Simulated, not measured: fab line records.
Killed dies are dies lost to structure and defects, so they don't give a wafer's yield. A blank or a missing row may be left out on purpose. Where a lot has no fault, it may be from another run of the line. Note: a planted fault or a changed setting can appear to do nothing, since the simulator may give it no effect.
Which tool is to blame? | flow n5_finfet | 10 lots, 30 wafers sampled, at 5 steps of a route of 1938

## WHAT THE GAUGES READ, wafer by wafer
The record holds no reading of a measuring or inspecting step that can be judged against a usual standard deviation.

## WHICH TOOL RAN EACH LOT (tool, then ch and the chambers of the sampled wafers, then the start)
lot  | N5_BEOL_M5_DESCUM_16               | N5_BEOL_M5_HM_OPEN_17             | N5_BEOL_M5_DESCUM_33               | N5_BEOL_M5_ETCH_67                 | N5_PASSIVATION_PROBE_49
L289 | rie_diel-01 ch 0,3, day 9 08:48    | rie_metal-01 ch 0,1, day 9 09:03  | rie_diel-06 ch 0,1,3, day 9 11:05  | rie_diel-06 ch 0,1,3, day 9 11:08  | prober-01, day 13 11:05
L293 | rie_diel-06 ch 0,2,3, day 10 09:31 | rie_metal-03 ch 0, day 10 09:46   | rie_diel-01 ch 0,1, day 10 13:12   | rie_diel-01 ch 0,1, day 10 13:15   | prober-01, day 14 18:31
L291 | rie_diel-06 ch 0,1,3, day 10 09:46 | rie_metal-03 ch 0,1, day 10 10:01 | rie_diel-01 ch 0,1,2, day 10 13:46 | rie_diel-01 ch 0,1,2, day 10 13:49 | prober-02, day 14 23:23
L295 | rie_diel-01 ch 0,3, day 10 15:58   | rie_metal-03 ch 0,1, day 10 16:14 | rie_diel-06 ch 0,2,3, day 10 20:23 | rie_diel-06 ch 0,2,3, day 10 20:26 | prober-01, day 15 06:12
L296 | rie_diel-01 ch 0,2, day 10 21:20   | rie_metal-03 ch 0, day 10 21:35   | rie_diel-06 ch 0,1, day 10 23:17   | rie_diel-06 ch 0,1, day 10 23:20   | prober-02, day 15 16:16
L297 | rie_diel-06 ch 1,2,3, day 11 05:49 | rie_metal-01 ch 0,1, day 11 06:04 | rie_diel-04 ch 1,2,3, day 11 09:49 | rie_diel-04 ch 1,2,3, day 11 09:52 | prober-01, day 15 21:38
L298 | rie_diel-06 ch 0,2,3, day 11 13:34 | rie_metal-02 ch 0,1, day 11 13:49 | rie_diel-06 ch 0,2,3, day 11 15:41 | rie_diel-06 ch 0,2,3, day 11 15:44 | prober-02, day 16 01:55
L299 | rie_diel-01 ch 1,2, day 11 20:09   | rie_metal-02 ch 0,1, day 11 20:24 | rie_diel-06 ch 1,3, day 11 22:09   | rie_diel-06 ch 1,3, day 11 22:12   | prober-01, day 16 09:25
L310 | rie_diel-01 ch 0,3, day 14 08:56   | rie_metal-03 ch 0,1, day 14 09:11 | rie_diel-01 ch 2,3, day 14 10:52   | rie_diel-01 ch 2,3, day 14 10:55   | prober-02, day 18 15:52
L312 | rie_diel-06 ch 0,2, day 15 09:09   | rie_metal-02 ch 0,1, day 15 09:23 | rie_diel-04 ch 0,1,2, day 15 10:41 | rie_diel-04 ch 0,1,2, day 15 10:44 | prober-01, day 19 13:01
- N5_BEOL_M5_DESCUM_16: chemistry O2, time 7 s.
- N5_BEOL_M5_HM_OPEN_17: chemistry Cl2/BCl3, target TiN, target depth 20 nm, overetch 6 nm.
- N5_BEOL_M5_DESCUM_33: chemistry O2, time 7 s.
- N5_BEOL_M5_ETCH_67: etches SiARC in CF4, target depth 15.6 nm, time 26 s.
- N5_PASSIVATION_PROBE_49

## WHAT THE TOOLS THEMSELVES READ (means of the sampled wafers that have a number; where no wafer has one, the mark that the record gives instead)
N5_BEOL_M5_DESCUM_16.
lot  | tool        | drypump_motor_current_A (A) | oes_product_au (a.u.) | rf_vpp_V (V) | showerhead_plenum_p_Torr (Torr) | throttle_valve_pct (%)
L289 | rie_diel-01 | 5.4                         | 0.89                  | 243.1        | 2.08                            | 20.12
L293 | rie_diel-06 | 6.0                         | 0.84                  | 242.7        | 2.08                            | 20.46
L291 | rie_diel-06 | 5.4                         | 0.78                  | 243.0        | 2.06                            | 20.51
L295 | rie_diel-01 | 5.4                         | 0.85                  | 242.9        | 2.10                            | 20.20
L296 | rie_diel-01 | 5.3                         | 0.80                  | 243.3        | 2.08                            | 20.33
L297 | rie_diel-06 | 5.5                         | 0.78                  | 241.7        | 2.06                            | 20.58
L298 | rie_diel-06 | 6.0                         | 0.82                  | 242.5        | 2.08                            | 20.47
L299 | rie_diel-01 | 6.1                         | 0.77                  | 243.2        | 2.07                            | 20.40
L310 | rie_diel-01 | 5.4                         | 0.80                  | 242.4        | 2.09                            | 20.24
L312 | rie_diel-06 | 6.5                         | 0.85                  | 243.0        | 2.12                            | 20.37

N5_BEOL_M5_HM_OPEN_17.
lot  | tool         | drypump_motor_current_A (A) | oes_product_au (a.u.) | throttle_valve_pct (%)
L289 | rie_metal-01 | 5.8                         | 0.57                  | 22.29
L293 | rie_metal-03 | 5.3                         | 0.82                  | 22.20
L291 | rie_metal-03 | 5.3                         | 0.78                  | 22.12
L295 | rie_metal-03 | 5.2                         | 0.74                  | 22.00
L296 | rie_metal-03 | 5.4                         | 0.79                  | 22.22
L297 | rie_metal-01 | 5.8                         | 0.56                  | 22.29
L298 | rie_metal-02 | 5.5                         | 0.64                  | 21.97
L299 | rie_metal-02 | 5.5                         | 0.63                  | 21.97
L310 | rie_metal-03 | 5.3                         | 0.74                  | 22.13
L312 | rie_metal-02 | 5.5                         | 0.78                  | 21.89

N5_BEOL_M5_DESCUM_33.
lot  | tool        | drypump_motor_current_A (A) | oes_product_au (a.u.) | rf_vpp_V (V) | showerhead_plenum_p_Torr (Torr) | throttle_valve_pct (%)
L289 | rie_diel-06 | 5.4                         | 0.78                  | 242.1        | 2.07                            | 20.50
L293 | rie_diel-01 | 6.4                         | 0.80                  | 243.9        | 2.12                            | 20.34
L291 | rie_diel-01 | 5.7                         | 0.79                  | 242.9        | 2.08                            | 20.35
L295 | rie_diel-06 | 6.0                         | 0.83                  | 242.7        | 2.08                            | 20.46
L296 | rie_diel-06 | 5.3                         | 0.76                  | 242.6        | 2.10                            | 20.43
L297 | rie_diel-04 | 6.0                         | 0.79                  | 243.4        | 2.11                            | 20.49
L298 | rie_diel-06 | 6.0                         | 0.82                  | 243.4        | 2.08                            | 20.47
L299 | rie_diel-06 | 5.0                         | 0.70                  | 243.1        | 2.04                            | 20.66
L310 | rie_diel-01 | 5.1                         | 0.77                  | 241.5        | 2.01                            | 20.35
L312 | rie_diel-04 | 5.8                         | 0.78                  | 243.1        | 2.13                            | 20.52

N5_BEOL_M5_ETCH_67.
lot  | tool        | drypump_motor_current_A (A) | etch_rf_on_time_s (s) | oes_product_au (a.u.) | rf_vpp_V (V) | showerhead_plenum_p_Torr (Torr) | throttle_valve_pct (%)
L289 | rie_diel-06 | 5.4                         | 26.3                  | 0.66                  | 183.5        | 2.12                            | 15.66
L293 | rie_diel-01 | 6.3                         | 25.8                  | 0.69                  | 185.0        | 2.16                            | 15.49
L291 | rie_diel-01 | 5.7                         | 26.1                  | 0.67                  | 183.9        | 2.13                            | 15.54
L295 | rie_diel-06 | 6.0                         | 25.7                  | 0.71                  | 184.4        | 2.13                            | 15.65
L296 | rie_diel-06 | 5.3                         | 26.2                  | 0.66                  | 183.9        | 2.14                            | 15.59
L297 | rie_diel-04 | 6.0                         | 26.1                  | 0.67                  | 183.5        | 2.16                            | 15.65
L298 | rie_diel-06 | 6.0                         | 22.7                  | 0.79                  | 184.0        | 2.13                            | 15.66
L299 | rie_diel-06 | 5.0                         | 23.0                  | 0.68                  | 183.8        | 2.08                            | 15.82
L310 | rie_diel-01 | 5.1                         | 25.7                  | 0.66                  | 183.4        | 2.07                            | 15.56
L312 | rie_diel-04 | 5.8                         | 26.2                  | 0.66                  | 184.4        | 2.18                            | 15.69

N5_PASSIVATION_PROBE_49.
lot  | tool      | defect_limited_yield (%) | killed_at_M0_to_M3 | killed_at_M4_up | killed_at_contacts | killed_at_front_end | killed_at_other | killed_dies | killed_open | killed_short | sort_bin_5_function (%) | sort_bin_6_memory (%) | sort_n_pass | sort_yield_pct (%)
L289 | prober-01 | 91.1                     | 24                 | 17              | 19                 | 39                  | 4.7             | 105         | 75          | 29           | 5.3                     | 3.3                   | 1075        | 91.1
L293 | prober-01 | 90.5                     | 36                 | 16              | 28                 | 27                  | 5.3             | 112         | 78          | 33           | 5.5                     | 3.7                   | 1068        | 90.5
L291 | prober-02 | 92.0                     | 33                 | 10              | 18                 | 31                  | 1.7             | 94          | 64          | 29           | 4.9                     | 2.7                   | 1086        | 92.0
L295 | prober-01 | 92.5                     | 26                 | 6               | 11                 | 40                  | 4.3             | 88          | 55          | 32           | 4.4                     | 2.8                   | 1092        | 92.5
L296 | prober-02 | 91.1                     | 25                 | 19              | 9                  | 46                  | 5.3             | 105         | 75          | 30           | 5.6                     | 3.2                   | 1075        | 91.1
L297 | prober-01 | 93.0                     | 26                 | 12              | 13                 | 30                  | 2.0             | 83          | 60          | 22           | 4.7                     | 2.2                   | 1097        | 93.0
L298 | prober-02 | 89.8                     | 31                 | 12              | 14                 | 59                  | 4.7             | 121         | 72          | 48           | 5.9                     | 3.8                   | 1059        | 89.8
L299 | prober-01 | 91.0                     | 42                 | 11              | 18                 | 30                  | 5.3             | 107         | 67          | 38           | 5.2                     | 3.5                   | 1073        | 91.0
L310 | prober-02 | 92.3                     | 26                 | 11              | 14                 | 30                  | 8.7             | 90          | 61          | 28           | 3.9                     | 3.6                   | 1090        | 92.3
L312 | prober-01 | 93.4                     | 29                 | 8               | 9                  | 30                  | 2.3             | 78          | 53          | 25           | 3.7                     | 2.7                   | 1102        | 93.4

## THE ANSWER, worked out from the rows above alone
Rule: what is usual is taken from the lots themselves. The widest of any qualifying gaps counts: lots, ordered by their means at a reading, are off when they make up no more than a third of the lots, leave a main group of 4 or more, and stand apart from it by 3 or more times the standard deviation of that group's means. If all means in a main group match to the digits the tables above print for the reading, that group is not used. Also off: a lot with no number at a reading for which 4 or more lots have one. All remaining lots with rows at the step are treated as sound. The gauges are gone through in route order, then the tools' own readings, and for those a lot's mean is taken as printed above. At the first step where some lot is off, the reading lying furthest off is the one used; lots without a number count as furthest.
Off, at N5_BEOL_M5_ETCH_67 on etch_rf_on_time_s: L298, L299. Main group: mean 26.0 s, sd 0.23.
A tool fits if, at that step or a process step before it, it ran every lot that is off, and no sound lot after the first of them. One fits: rie_diel-06 at N5_BEOL_M5_DESCUM_33 and N5_BEOL_M5_ETCH_67. At N5_BEOL_M5_DESCUM_33 its last sound lot is L296 (day 10 23:17), its first lot that is off L298 (day 11 15:41): a fault that began between those two fits.

## WHAT THE SIMULATOR HAD INSERTED
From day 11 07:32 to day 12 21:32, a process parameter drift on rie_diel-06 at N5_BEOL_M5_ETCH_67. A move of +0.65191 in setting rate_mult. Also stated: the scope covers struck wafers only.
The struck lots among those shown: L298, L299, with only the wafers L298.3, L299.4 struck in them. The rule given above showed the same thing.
